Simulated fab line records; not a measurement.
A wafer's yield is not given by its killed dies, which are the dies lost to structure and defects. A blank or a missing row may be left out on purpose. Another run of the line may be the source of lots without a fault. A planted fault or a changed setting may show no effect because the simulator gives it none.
fab line records || flow nandHarc
[record] {"lots": 14, "wafers": 42, "lastDay": 33}
route steps=1302 shown P_ZERO_WELL@29 P_STI@82 P_GATE@122
lots that met no fault: taken from a fault-free run of the same line
startH: start of the lot's first displayed wafer, in hours after the record's first day || waitH: hours elapsed since this lot's preceding step || " unchanged from the row above || L1.1+2: a row that stands for several wafers || - no value present, or no start provided || * or withheld: withheld || < > ~ a bound
route shown NAME@n: a module of which the file shows steps, and the number in the route of the first || usual: mean and standard deviation over wafers with no fault || same: alike in all rows || chamber/n: place in a boat || sites: per-site readings || _std_site: the standard deviation of these || _edge_site: inner sites' mean taken away from outer sites' mean || radiusMm: how far each site lies from the wafer's centre || mask NAME#n: copy n || behind: the tool/chamber that last shaped the wafer || hold: the reason the lot was held/the length of the hold in hours/how it ended || device: transistor that didn't switch, given as n, p or np || end of line: the tests these same wafers got at the end of their route || a step given without rows: its recipe and nothing more || killed: not the wafer's yield, but the dies lost to structure and defects at the first sort || map: dies across one wafer; x = killed, . = not, _ = none there
set.NAME: the run value of the setting; set.NAME@STEP: its run value at that earlier step || model.NAME: the simulator's own value behind a step, which no gauge read
a sample of lots followed through the steps of the route, with each step as a table and each wafer as a row
services: a tool's chamber out of use, with start hour (startH, from the record's first day; less than 0 if before it), hours out, and reason
[[steps]]
[step NHARC_P_ZERO_WELL_CD_MEAS_24]
[recipe] {"targetCdNm": 720, "landingEnergyEv": 500}
[usual] {"cdNm": "719.9/1.3"}
[same] {"landingEnergyEv": 500}
{"lot.wafer": "L810.2", "tool": "cdSem-01", "chamber": 0, "startH": 22.48, "waitH": "-", "cdNm": 721.4}
{"lot.wafer": "L810.3", "tool": "cdSem-01", "chamber": 0, "startH": 22.48, "waitH": "-", "cdNm": 719.9}
{"lot.wafer": "L810.6", "tool": "cdSem-01", "chamber": 0, "startH": 22.48, "waitH": "-", "cdNm": 719.1}
{"lot.wafer": "L811.4", "tool": "cdSem-03", "chamber": 0, "startH": 32.63, "waitH": "-", "cdNm": 720.5}
{"lot.wafer": "L811.5", "tool": "cdSem-03", "chamber": 0, "startH": 32.63, "waitH": "-", "cdNm": 719.3}
{"lot.wafer": "L811.6", "tool": "cdSem-03", "chamber": 0, "startH": 32.63, "waitH": "-", "cdNm": 718.9}
{"lot.wafer": "L815.1", "tool": "cdSem-01", "chamber": 0, "startH": 72.65, "waitH": "-", "cdNm": 721.9}
{"lot.wafer": "L815.4", "tool": "cdSem-01", "chamber": 0, "startH": 72.65, "waitH": "-", "cdNm": 722.5}
{"lot.wafer": "L815.5", "tool": "cdSem-01", "chamber": 0, "startH": 72.65, "waitH": "-", "cdNm": 721.0}
{"lot.wafer": "L816.1", "tool": "cdSem-02", "chamber": 0, "startH": 82.64, "waitH": "-", "cdNm": 720.9}
{"lot.wafer": "L816.2", "tool": "cdSem-02", "chamber": 0, "startH": 82.64, "waitH": "-", "cdNm": 721.7}
{"lot.wafer": "L816.4", "tool": "cdSem-02", "chamber": 0, "startH": 82.64, "waitH": "-", "cdNm": 721.7}
{"lot.wafer": "L822.3", "tool": "cdSem-03", "chamber": 0, "startH": 142.79, "waitH": "-", "cdNm": 717.9}
{"lot.wafer": "L822.5", "tool": "cdSem-03", "chamber": 0, "startH": 142.79, "waitH": "-", "cdNm": 718.4}
{"lot.wafer": "L822.6", "tool": "cdSem-03", "chamber": 0, "startH": 142.79, "waitH": "-", "cdNm": 718.4}
{"lot.wafer": "L823.1", "tool": "cdSem-01", "chamber": 0, "startH": 152.46, "waitH": "-", "cdNm": 719.3}
{"lot.wafer": "L823.5", "tool": "cdSem-01", "chamber": 0, "startH": 152.46, "waitH": "-", "cdNm": 720.3}
{"lot.wafer": "L823.6", "tool": "cdSem-01", "chamber": 0, "startH": 152.46, "waitH": "-", "cdNm": 718.7}
{"lot.wafer": "L824.2", "tool": "cdSem-03", "chamber": 0, "startH": 162.47, "waitH": "-", "cdNm": 719.2}
{"lot.wafer": "L824.3", "tool": "cdSem-03", "chamber": 0, "startH": 162.47, "waitH": "-", "cdNm": 717.1}
{"lot.wafer": "L824.6", "tool": "cdSem-03", "chamber": 0, "startH": 162.47, "waitH": "-", "cdNm": 718.1}
{"lot.wafer": "L825.1", "tool": "cdSem-03", "chamber": 0, "startH": 172.99, "waitH": "-", "cdNm": 719.1}
{"lot.wafer": "L825.5", "tool": "cdSem-03", "chamber": 0, "startH": 172.99, "waitH": "-", "cdNm": 718.3}
{"lot.wafer": "L825.6", "tool": "cdSem-03", "chamber": 0, "startH": 172.99, "waitH": "-", "cdNm": 718.7}
{"lot.wafer": "L826.1", "tool": "cdSem-01", "chamber": 0, "startH": 182.55, "waitH": "-", "cdNm": 722.2}
{"lot.wafer": "L826.2", "tool": "cdSem-01", "chamber": 0, "startH": 182.55, "waitH": "-", "cdNm": 721.0}
{"lot.wafer": "L826.5", "tool": "cdSem-01", "chamber": 0, "startH": 182.55, "waitH": "-", "cdNm": 720.3}
{"lot.wafer": "L828.1", "tool": "cdSem-02", "chamber": 0, "startH": 202.57, "waitH": "-", "cdNm": 723.2}
{"lot.wafer": "L828.3", "tool": "cdSem-02", "chamber": 0, "startH": 202.57, "waitH": "-", "cdNm": 722.0}
{"lot.wafer": "L828.5", "tool": "cdSem-02", "chamber": 0, "startH": 202.57, "waitH": "-", "cdNm": 722.2}
{"lot.wafer": "L830.1", "tool": "cdSem-03", "chamber": 0, "startH": 222.36, "waitH": "-", "cdNm": 719.7}
{"lot.wafer": "L830.2", "tool": "cdSem-03", "chamber": 0, "startH": 222.36, "waitH": "-", "cdNm": 719.3}
{"lot.wafer": "L830.3", "tool": "cdSem-03", "chamber": 0, "startH": 222.36, "waitH": "-", "cdNm": 719.0}
{"lot.wafer": "L831.1", "tool": "cdSem-03", "chamber": 0, "startH": 232.57, "waitH": "-", "cdNm": 720.0}
{"lot.wafer": "L831.3", "tool": "cdSem-03", "chamber": 0, "startH": 232.57, "waitH": "-", "cdNm": 719.3}
{"lot.wafer": "L831.4", "tool": "cdSem-03", "chamber": 0, "startH": 232.57, "waitH": "-", "cdNm": 720.6}
{"lot.wafer": "L832.2", "tool": "cdSem-02", "chamber": 0, "startH": 242.59, "waitH": "-", "cdNm": 718.7}
{"lot.wafer": "L832.4", "tool": "cdSem-02", "chamber": 0, "startH": 242.59, "waitH": "-", "cdNm": 718.7}
{"lot.wafer": "L832.6", "tool": "cdSem-02", "chamber": 0, "startH": 242.59, "waitH": "-", "cdNm": 721.0}
{"lot.wafer": "L833.1", "tool": "cdSem-03", "chamber": 0, "startH": 252.89, "waitH": "-", "cdNm": 720.3}
{"lot.wafer": "L833.3", "tool": "cdSem-03", "chamber": 0, "startH": 252.89, "waitH": "-", "cdNm": 720.8}
{"lot.wafer": "L833.4", "tool": "cdSem-03", "chamber": 0, "startH": 252.89, "waitH": "-", "cdNm": 720.4}
[step NHARC_P_ZERO_WELL_RTA_42]
[recipe] {"tempC": 1100, "timeS": 300}
[usual] {"lampPowerPct": "32.7/2.9", "wafer_temp_C_max": "1104.1/1.2"}
{"lot.wafer": "L810.2", "tool": "rtpAnneal-02", "chamber": 0, "startH": 27.00, "waitH": "-", "lampPowerPct": 30.0, "wafer_temp_C_max": 1104.5}
{"lot.wafer": "L810.3", "tool": "rtpAnneal-02", "chamber": 0, "startH": 27.00, "waitH": "-", "lampPowerPct": 30.0, "wafer_temp_C_max": 1104.0}
{"lot.wafer": "L810.6", "tool": "rtpAnneal-02", "chamber": 0, "startH": 27.00, "waitH": "-", "lampPowerPct": 30.0, "wafer_temp_C_max": 1104.7}
{"lot.wafer": "L811.4", "tool": "rtpAnneal-01", "chamber": 0, "startH": 37.36, "waitH": "-", "lampPowerPct": 35.8, "wafer_temp_C_max": 1103.0}
{"lot.wafer": "L811.5", "tool": "rtpAnneal-01", "chamber": 0, "startH": 37.36, "waitH": "-", "lampPowerPct": 35.9, "wafer_temp_C_max": 1103.5}
{"lot.wafer": "L811.6", "tool": "rtpAnneal-01", "chamber": 0, "startH": 37.36, "waitH": "-", "lampPowerPct": 35.8, "wafer_temp_C_max": 1103.6}
{"lot.wafer": "L815.1", "tool": "rtpAnneal-02", "chamber": 0, "startH": 76.97, "waitH": "-", "lampPowerPct": 30.0, "wafer_temp_C_max": 1104.7}
{"lot.wafer": "L815.4", "tool": "rtpAnneal-02", "chamber": 0, "startH": 76.97, "waitH": "-", "lampPowerPct": 30.0, "wafer_temp_C_max": 1106.9}
{"lot.wafer": "L815.5", "tool": "rtpAnneal-02", "chamber": 0, "startH": 76.97, "waitH": "-", "lampPowerPct": 30.0, "wafer_temp_C_max": 1103.8}
{"lot.wafer": "L816.1", "tool": "rtpAnneal-02", "chamber": 0, "startH": 86.92, "waitH": "-", "lampPowerPct": 30.0, "wafer_temp_C_max": 1104.4}
{"lot.wafer": "L816.2", "tool": "rtpAnneal-02", "chamber": 0, "startH": 86.92, "waitH": "-", "lampPowerPct": 30.0, "wafer_temp_C_max": 1105.2}
{"lot.wafer": "L816.4", "tool": "rtpAnneal-02", "chamber": 0, "startH": 86.92, "waitH": "-", "lampPowerPct": 29.9, "wafer_temp_C_max": 1104.2}
{"lot.wafer": "L822.3", "tool": "rtpAnneal-01", "chamber": 0, "startH": 147.45, "waitH": "-", "lampPowerPct": 35.9, "wafer_temp_C_max": 1103.8}
{"lot.wafer": "L822.5", "tool": "rtpAnneal-01", "chamber": 0, "startH": 147.45, "waitH": "-", "lampPowerPct": 35.8, "wafer_temp_C_max": 1102.6}
{"lot.wafer": "L822.6", "tool": "rtpAnneal-01", "chamber": 0, "startH": 147.45, "waitH": "-", "lampPowerPct": 35.8, "wafer_temp_C_max": 1102.3}
{"lot.wafer": "L823.1", "tool": "rtpAnneal-02", "chamber": 0, "startH": 156.62, "waitH": "-", "lampPowerPct": 30.1, "wafer_temp_C_max": 1103.6}
{"lot.wafer": "L823.5", "tool": "rtpAnneal-02", "chamber": 0, "startH": 156.62, "waitH": "-", "lampPowerPct": 30.0, "wafer_temp_C_max": 1106.5}
{"lot.wafer": "L823.6", "tool": "rtpAnneal-02", "chamber": 0, "startH": 156.62, "waitH": "-", "lampPowerPct": 30.0, "wafer_temp_C_max": 1106.1}
{"lot.wafer": "L824.2", "tool": "rtpAnneal-02", "chamber": 0, "startH": 167.02, "waitH": "-", "lampPowerPct": 30.1, "wafer_temp_C_max": 1104.6}
{"lot.wafer": "L824.3", "tool": "rtpAnneal-02", "chamber": 0, "startH": 167.02, "waitH": "-", "lampPowerPct": 30.0, "wafer_temp_C_max": 1104.9}
{"lot.wafer": "L824.6", "tool": "rtpAnneal-02", "chamber": 0, "startH": 167.02, "waitH": "-", "lampPowerPct": 30.0, "wafer_temp_C_max": 1104.3}
{"lot.wafer": "L825.1", "tool": "rtpAnneal-02", "chamber": 0, "startH": 177.42, "waitH": "-", "lampPowerPct": 30.0, "wafer_temp_C_max": 1105.1}
{"lot.wafer": "L825.5", "tool": "rtpAnneal-02", "chamber": 0, "startH": 177.42, "waitH": "-", "lampPowerPct": 30.1, "wafer_temp_C_max": 1105.7}
{"lot.wafer": "L825.6", "tool": "rtpAnneal-02", "chamber": 0, "startH": 177.42, "waitH": "-", "lampPowerPct": 30.0, "wafer_temp_C_max": 1105.4}
{"lot.wafer": "L826.1", "tool": "rtpAnneal-01", "chamber": 0, "startH": 186.90, "waitH": "-", "lampPowerPct": 35.8, "wafer_temp_C_max": 1102.8}
{"lot.wafer": "L826.2", "tool": "rtpAnneal-01", "chamber": 0, "startH": 186.90, "waitH": "-", "lampPowerPct": 35.8, "wafer_temp_C_max": 1102.5}
{"lot.wafer": "L826.5", "tool": "rtpAnneal-01", "chamber": 0, "startH": 186.90, "waitH": "-", "lampPowerPct": 35.9, "wafer_temp_C_max": 1103.0}
{"lot.wafer": "L828.1", "tool": "rtpAnneal-02", "chamber": 0, "startH": 206.98, "waitH": "-", "lampPowerPct": 30.0, "wafer_temp_C_max": 1105.2}
{"lot.wafer": "L828.3", "tool": "rtpAnneal-02", "chamber": 0, "startH": 206.98, "waitH": "-", "lampPowerPct": 30.0, "wafer_temp_C_max": 1104.4}
{"lot.wafer": "L828.5", "tool": "rtpAnneal-02", "chamber": 0, "startH": 206.98, "waitH": "-", "lampPowerPct": 30.1, "wafer_temp_C_max": 1104.9}
{"lot.wafer": "L830.1", "tool": "rtpAnneal-01", "chamber": 0, "startH": 226.57, "waitH": "-", "lampPowerPct": 35.9, "wafer_temp_C_max": 1102.4}
{"lot.wafer": "L830.2", "tool": "rtpAnneal-01", "chamber": 0, "startH": 226.57, "waitH": "-", "lampPowerPct": 35.9, "wafer_temp_C_max": 1103.1}
{"lot.wafer": "L830.3", "tool": "rtpAnneal-01", "chamber": 0, "startH": 226.57, "waitH": "-", "lampPowerPct": 35.8, "wafer_temp_C_max": 1102.5}
{"lot.wafer": "L831.1", "tool": "rtpAnneal-01", "chamber": 0, "startH": 237.28, "waitH": "-", "lampPowerPct": 35.9, "wafer_temp_C_max": 1103.2}
{"lot.wafer": "L831.3", "tool": "rtpAnneal-01", "chamber": 0, "startH": 237.28, "waitH": "-", "lampPowerPct": 35.9, "wafer_temp_C_max": 1103.2}
{"lot.wafer": "L831.4", "tool": "rtpAnneal-01", "chamber": 0, "startH": 237.28, "waitH": "-", "lampPowerPct": 35.9, "wafer_temp_C_max": 1102.5}
{"lot.wafer": "L832.2", "tool": "rtpAnneal-02", "chamber": 0, "startH": 247.27, "waitH": "-", "lampPowerPct": 30.0, "wafer_temp_C_max": 1105.8}
{"lot.wafer": "L832.4", "tool": "rtpAnneal-02", "chamber": 0, "startH": 247.27, "waitH": "-", "lampPowerPct": 30.0, "wafer_temp_C_max": 1106.8}
{"lot.wafer": "L832.6", "tool": "rtpAnneal-02", "chamber": 0, "startH": 247.27, "waitH": "-", "lampPowerPct": 30.1, "wafer_temp_C_max": 1106.2}
{"lot.wafer": "L833.1", "tool": "rtpAnneal-01", "chamber": 0, "startH": 257.19, "waitH": "-", "lampPowerPct": 35.8, "wafer_temp_C_max": 1103.4}
{"lot.wafer": "L833.3", "tool": "rtpAnneal-01", "chamber": 0, "startH": 257.19, "waitH": "-", "lampPowerPct": 35.9, "wafer_temp_C_max": 1104.8}
{"lot.wafer": "L833.4", "tool": "rtpAnneal-01", "chamber": 0, "startH": 257.19, "waitH": "-", "lampPowerPct": 35.9, "wafer_temp_C_max": 1102.8}
[step NHARC_P_STI_DEVELOP_08]
[recipe] {"timeS": 50, "devTempC": 22}
[usual] {"chillPlateTempC": "22.98/0.11", "developerTempC": "22.00/0.11", "exhaustPa": "45.2/0.89"}
{"lot.wafer": "L810.2", "tool": "lithoTrack-07", "chamber": 0, "startH": 45, "waitH": "-", "chillPlateTempC": 22.99, "developerTempC": 21.79, "exhaustPa": 45.3}
{"lot.wafer": "L810.3", "tool": "lithoTrack-07", "chamber": 0, "startH": 45, "waitH": "-", "chillPlateTempC": 22.75, "developerTempC": 21.94, "exhaustPa": 45.5}
{"lot.wafer": "L810.6", "tool": "lithoTrack-07", "chamber": 0, "startH": 45, "waitH": "-", "chillPlateTempC": 23.13, "developerTempC": 22.14, "exhaustPa": 45.6}
{"lot.wafer": "L811.4", "tool": "lithoTrack-07", "chamber": 0, "startH": 56, "waitH": "-", "chillPlateTempC": 22.95, "developerTempC": 21.88, "exhaustPa": 45.4}
{"lot.wafer": "L811.5", "tool": "lithoTrack-07", "chamber": 0, "startH": 56, "waitH": "-", "chillPlateTempC": 23.05, "developerTempC": 22.08, "exhaustPa": 45.6}
{"lot.wafer": "L811.6", "tool": "lithoTrack-07", "chamber": 0, "startH": 56, "waitH": "-", "chillPlateTempC": 23.04, "developerTempC": 21.94, "exhaustPa": 45.1}
{"lot.wafer": "L815.1", "tool": "lithoTrack-02", "chamber": "-", "startH": 94, "waitH": "-", "chillPlateTempC": "-", "developerTempC": "-", "exhaustPa": "-"}
{"lot.wafer": "L815.4", "tool": "lithoTrack-02", "chamber": "-", "startH": 94, "waitH": "-", "chillPlateTempC": "-", "developerTempC": "-", "exhaustPa": "-"}
{"lot.wafer": "L815.5", "tool": "lithoTrack-02", "chamber": "-", "startH": 94, "waitH": "-", "chillPlateTempC": "-", "developerTempC": "-", "exhaustPa": "-"}
{"lot.wafer": "L816.1", "tool": "lithoTrack-02", "chamber": "-", "startH": 102, "waitH": "-", "chillPlateTempC": "-", "developerTempC": "-", "exhaustPa": "-"}
{"lot.wafer": "L816.2", "tool": "lithoTrack-02", "chamber": "-", "startH": 102, "waitH": "-", "chillPlateTempC": "-", "developerTempC": "-", "exhaustPa": "-"}
{"lot.wafer": "L816.4", "tool": "lithoTrack-02", "chamber": "-", "startH": 102, "waitH": "-", "chillPlateTempC": "-", "developerTempC": "-", "exhaustPa": "-"}
{"lot.wafer": "L822.3", "tool": "lithoTrack-03", "chamber": 0, "startH": 168, "waitH": "-", "chillPlateTempC": 22.99, "developerTempC": 22.04, "exhaustPa": 45.5}
{"lot.wafer": "L822.5", "tool": "lithoTrack-03", "chamber": 0, "startH": 168, "waitH": "-", "chillPlateTempC": 22.94, "developerTempC": 22.07, "exhaustPa": 46.9}
{"lot.wafer": "L822.6", "tool": "lithoTrack-03", "chamber": 0, "startH": 168, "waitH": "-", "chillPlateTempC": 22.84, "developerTempC": 22.01, "exhaustPa": 44.0}
{"lot.wafer": "L823.1", "tool": "lithoTrack-02", "chamber": 0, "startH": 176, "waitH": "-", "chillPlateTempC": 23.00, "developerTempC": 22.03, "exhaustPa": 43.5}
{"lot.wafer": "L823.5", "tool": "lithoTrack-02", "chamber": 0, "startH": 176, "waitH": "-", "chillPlateTempC": 22.82, "developerTempC": 21.85, "exhaustPa": 44.9}
{"lot.wafer": "L823.6", "tool": "lithoTrack-02", "chamber": 0, "startH": 176, "waitH": "-", "chillPlateTempC": 22.91, "developerTempC": 22.00, "exhaustPa": 44.0}
{"lot.wafer": "L824.2", "tool": "lithoTrack-02", "chamber": 0, "startH": 185, "waitH": "-", "chillPlateTempC": 22.92, "developerTempC": 21.89, "exhaustPa": 45.5}
{"lot.wafer": "L824.3", "tool": "lithoTrack-02", "chamber": 0, "startH": 185, "waitH": "-", "chillPlateTempC": 22.70, "developerTempC": 22.01, "exhaustPa": 45.5}
{"lot.wafer": "L824.6", "tool": "lithoTrack-02", "chamber": 0, "startH": 185, "waitH": "-", "chillPlateTempC": 22.96, "developerTempC": 22.03, "exhaustPa": 45.9}
{"lot.wafer": "L825.1", "tool": "lithoTrack-07", "chamber": 0, "startH": 192, "waitH": "-", "chillPlateTempC": 23.17, "developerTempC": 22.12, "exhaustPa": 45.8}
{"lot.wafer": "L825.5", "tool": "lithoTrack-07", "chamber": 0, "startH": 192, "waitH": "-", "chillPlateTempC": 23.13, "developerTempC": 22.02, "exhaustPa": 44.7}
{"lot.wafer": "L825.6", "tool": "lithoTrack-07", "chamber": 0, "startH": 192, "waitH": "-", "chillPlateTempC": 23.07, "developerTempC": 21.93, "exhaustPa": 45.4}
{"lot.wafer": "L826.1", "tool": "lithoTrack-03", "chamber": 0, "startH": 201, "waitH": "-", "chillPlateTempC": 23.00, "developerTempC": 22.02, "exhaustPa": 43.8}
{"lot.wafer": "L826.2", "tool": "lithoTrack-03", "chamber": 0, "startH": 201, "waitH": "-", "chillPlateTempC": 22.96, "developerTempC": 21.87, "exhaustPa": 44.4}
{"lot.wafer": "L826.5", "tool": "lithoTrack-03", "chamber": 0, "startH": 201, "waitH": "-", "chillPlateTempC": 23.00, "developerTempC": 21.79, "exhaustPa": 43.5}
{"lot.wafer": "L828.1", "tool": "lithoTrack-07", "chamber": 0, "startH": 222, "waitH": "-", "chillPlateTempC": 22.87, "developerTempC": 21.96, "exhaustPa": 46.6}
{"lot.wafer": "L828.3", "tool": "lithoTrack-07", "chamber": 0, "startH": 222, "waitH": "-", "chillPlateTempC": 22.91, "developerTempC": 22.08, "exhaustPa": 44.8}
{"lot.wafer": "L828.5", "tool": "lithoTrack-07", "chamber": 0, "startH": 222, "waitH": "-", "chillPlateTempC": 22.87, "developerTempC": 22.21, "exhaustPa": 45.5}
{"lot.wafer": "L830.1", "tool": "lithoTrack-03", "chamber": 0, "startH": 243, "waitH": "-", "chillPlateTempC": 22.92, "developerTempC": 22.09, "exhaustPa": 45.3}
{"lot.wafer": "L830.2", "tool": "lithoTrack-03", "chamber": 0, "startH": 243, "waitH": "-", "chillPlateTempC": 22.95, "developerTempC": 22.03, "exhaustPa": 46.0}
{"lot.wafer": "L830.3", "tool": "lithoTrack-03", "chamber": 0, "startH": 243, "waitH": "-", "chillPlateTempC": 22.83, "developerTempC": 22.14, "exhaustPa": 45.8}
{"lot.wafer": "L831.1", "tool": "lithoTrack-02", "chamber": 0, "startH": 253, "waitH": "-", "chillPlateTempC": 22.94, "developerTempC": 21.79, "exhaustPa": 44.1}
{"lot.wafer": "L831.3", "tool": "lithoTrack-02", "chamber": 0, "startH": 253, "waitH": "-", "chillPlateTempC": 22.96, "developerTempC": 21.87, "exhaustPa": 43.4}
{"lot.wafer": "L831.4", "tool": "lithoTrack-02", "chamber": 0, "startH": 253, "waitH": "-", "chillPlateTempC": 23.00, "developerTempC": 21.97, "exhaustPa": 43.9}
{"lot.wafer": "L832.2", "tool": "lithoTrack-03", "chamber": 0, "startH": 265, "waitH": "-", "chillPlateTempC": 23.08, "developerTempC": 22.05, "exhaustPa": 46.1}
{"lot.wafer": "L832.4", "tool": "lithoTrack-03", "chamber": 0, "startH": 265, "waitH": "-", "chillPlateTempC": 23.00, "developerTempC": 22.25, "exhaustPa": 45.0}
{"lot.wafer": "L832.6", "tool": "lithoTrack-03", "chamber": 0, "startH": 265, "waitH": "-", "chillPlateTempC": 22.95, "developerTempC": 22.16, "exhaustPa": 46.2}
{"lot.wafer": "L833.1", "tool": "lithoTrack-07", "chamber": 0, "startH": 275, "waitH": "-", "chillPlateTempC": 22.87, "developerTempC": 21.92, "exhaustPa": 46.1}
{"lot.wafer": "L833.3", "tool": "lithoTrack-07", "chamber": 0, "startH": 275, "waitH": "-", "chillPlateTempC": 22.85, "developerTempC": 21.98, "exhaustPa": 45.6}
{"lot.wafer": "L833.4", "tool": "lithoTrack-07", "chamber": 0, "startH": 275, "waitH": "-", "chillPlateTempC": 22.99, "developerTempC": 21.84, "exhaustPa": 45.5}
[step NHARC_P_GATE_CD_MEAS_11]
[recipe] {"targetCdNm": 1640, "landingEnergyEv": 500}
[usual] {"cdNm": "1640.2/1.4"}
[same] {"landingEnergyEv": 500}
{"lot.wafer": "L810.2", "tool": "cdSem-02", "chamber": 0, "startH": 78.11, "waitH": "-", "cdNm": 1641.1}
{"lot.wafer": "L810.3", "tool": "cdSem-02", "chamber": 0, "startH": 78.11, "waitH": "-", "cdNm": 1642.3}
{"lot.wafer": "L810.6", "tool": "cdSem-02", "chamber": 0, "startH": 78.11, "waitH": "-", "cdNm": 1643.0}
{"lot.wafer": "L811.4", "tool": "cdSem-01", "chamber": 0, "startH": 90.92, "waitH": "-", "cdNm": 1641.1}
{"lot.wafer": "L811.5", "tool": "cdSem-01", "chamber": 0, "startH": 90.92, "waitH": "-", "cdNm": 1641.7}
{"lot.wafer": "L811.6", "tool": "cdSem-01", "chamber": 0, "startH": 90.92, "waitH": "-", "cdNm": 1642.2}
{"lot.wafer": "L822.3", "tool": "cdSem-02", "chamber": 0, "startH": 209.21, "waitH": "-", "cdNm": 1640.6}
{"lot.wafer": "L822.5", "tool": "cdSem-02", "chamber": 0, "startH": 209.21, "waitH": "-", "cdNm": 1640.4}
{"lot.wafer": "L822.6", "tool": "cdSem-02", "chamber": 0, "startH": 209.21, "waitH": "-", "cdNm": 1640.1}
{"lot.wafer": "L825.1", "tool": "cdSem-03", "chamber": 0, "startH": 227.60, "waitH": "-", "cdNm": 1638.2}
{"lot.wafer": "L825.5", "tool": "cdSem-03", "chamber": 0, "startH": 227.60, "waitH": "-", "cdNm": 1639.2}
{"lot.wafer": "L825.6", "tool": "cdSem-03", "chamber": 0, "startH": 227.60, "waitH": "-", "cdNm": 1638.8}
{"lot.wafer": "L823.1", "tool": "cdSem-01", "chamber": 0, "startH": 227.64, "waitH": "-", "cdNm": 1641.3}
{"lot.wafer": "L823.5", "tool": "cdSem-01", "chamber": 0, "startH": 227.64, "waitH": "-", "cdNm": 1641.8}
{"lot.wafer": "L823.6", "tool": "cdSem-01", "chamber": 0, "startH": 227.64, "waitH": "-", "cdNm": 1641.8}
{"lot.wafer": "L824.2", "tool": "cdSem-03", "chamber": 0, "startH": 227.80, "waitH": "-", "cdNm": 1643.4}
{"lot.wafer": "L824.3", "tool": "cdSem-03", "chamber": 0, "startH": 227.80, "waitH": "-", "cdNm": 1642.5}
{"lot.wafer": "L824.6", "tool": "cdSem-03", "chamber": 0, "startH": 227.80, "waitH": "-", "cdNm": 1640.4}
{"lot.wafer": "L826.1", "tool": "cdSem-01", "chamber": 0, "startH": 237.22, "waitH": "-", "cdNm": 1638.9}
{"lot.wafer": "L826.2", "tool": "cdSem-01", "chamber": 0, "startH": 237.22, "waitH": "-", "cdNm": 1640.3}
{"lot.wafer": "L826.5", "tool": "cdSem-01", "chamber": 0, "startH": 237.22, "waitH": "-", "cdNm": 1640.0}
{"lot.wafer": "L828.1", "tool": "cdSem-02", "chamber": 0, "startH": 258.41, "waitH": "-", "cdNm": 1642.4}
{"lot.wafer": "L828.3", "tool": "cdSem-02", "chamber": 0, "startH": 258.41, "waitH": "-", "cdNm": 1641.9}
{"lot.wafer": "L828.5", "tool": "cdSem-02", "chamber": 0, "startH": 258.41, "waitH": "-", "cdNm": 1642.1}
{"lot.wafer": "L830.1", "tool": "cdSem-01", "chamber": 0, "startH": 280.60, "waitH": "-", "cdNm": 1640.7}
{"lot.wafer": "L830.2", "tool": "cdSem-01", "chamber": 0, "startH": 280.60, "waitH": "-", "cdNm": 1640.1}
{"lot.wafer": "L830.3", "tool": "cdSem-01", "chamber": 0, "startH": 280.60, "waitH": "-", "cdNm": 1639.9}
{"lot.wafer": "L831.1", "tool": "cdSem-03", "chamber": 0, "startH": 289.81, "waitH": "-", "cdNm": 1641.4}
{"lot.wafer": "L831.3", "tool": "cdSem-03", "chamber": 0, "startH": 289.81, "waitH": "-", "cdNm": 1641.5}
{"lot.wafer": "L831.4", "tool": "cdSem-03", "chamber": 0, "startH": 289.81, "waitH": "-", "cdNm": 1641.2}
{"lot.wafer": "L832.2", "tool": "cdSem-01", "chamber": 0, "startH": 308.96, "waitH": "-", "cdNm": 1639.1}
{"lot.wafer": "L832.4", "tool": "cdSem-01", "chamber": 0, "startH": 308.96, "waitH": "-", "cdNm": 1639.7}
{"lot.wafer": "L832.6", "tool": "cdSem-01", "chamber": 0, "startH": 308.96, "waitH": "-", "cdNm": 1638.3}
{"lot.wafer": "L833.1", "tool": "cdSem-03", "chamber": 0, "startH": 309.11, "waitH": "-", "cdNm": 1640.2}
{"lot.wafer": "L833.3", "tool": "cdSem-03", "chamber": 0, "startH": 309.11, "waitH": "-", "cdNm": 1641.0}
{"lot.wafer": "L833.4", "tool": "cdSem-03", "chamber": 0, "startH": 309.11, "waitH": "-", "cdNm": 1639.9}
[[services]]
{"tool": "rtpAnneal-02", "chamber": "-", "startH": 12.06, "hours": 12.0, "kind": "pm"}
{"tool": "lithoTrack-02", "chamber": "-", "startH": 52.00, "hours": 7.0, "kind": "pm"}
{"tool": "lithoTrack-07", "chamber": "-", "startH": 76.00, "hours": 7.0, "kind": "pm"}
{"tool": "lithoTrack-03", "chamber": "-", "startH": 100.00, "hours": 7.0, "kind": "pm"}
{"tool": "lithoTrack-07", "chamber": "-", "startH": 176.39, "hours": "-", "kind": "consumableReplace:filter"}
{"tool": "lithoTrack-02", "chamber": "-", "startH": 227.00, "hours": 7.0, "kind": "pm"}
{"tool": "lithoTrack-07", "chamber": "-", "startH": 251.00, "hours": 7.0, "kind": "pm"}
{"tool": "lithoTrack-03", "chamber": "-", "startH": 275.00, "hours": 7.0, "kind": "pm"}
[[key]]
[firstSign] {"step": "NHARC_P_STI_DEVELOP_08", "reading": "toolRecord", "direction": "missing"}
effect none on later readings
metAt NHARC_P_STI_DEVELOP_08
struckLots L815,L816
laterRowsLeftOut L815.1,L815.4,L815.5,L816.1,L816.2,L816.4
sortLeftOut L815.1,L815.4,L815.5,L816.1,L816.2,L816.4
testerLeftOut L815,L816
notActingAt NHARC_P_ZERO_WELL_CD_MEAS_24,NHARC_P_ZERO_WELL_RTA_42,NHARC_P_GATE_CD_MEAS_11
[fault] {"kind": "skippedStepWhole", "tool": "lithoTrack-02", "chamber": "-", "onsetH": 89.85, "steps": "NHARC_P_STI_DEVELOP_08", "scope": "struckLotsOnly"}
// testerLeftOut: of these lots the tester's yield and bins aren't shown, on N5 and GAA mostly nor the transistor test; their killed dies are dies lost to structure and defects alone, not to doping, threshold or leakage, so they don't give the yield
// sortLeftOut: the simulated sort isn't trusted on such a fault, so these wafers' sort isn't shown, and their yield isn't known
// laterRowsLeftOut: the simulator's readings of these wafers behind a module that went badly wrong aren't trusted and aren't shown, but for the sort
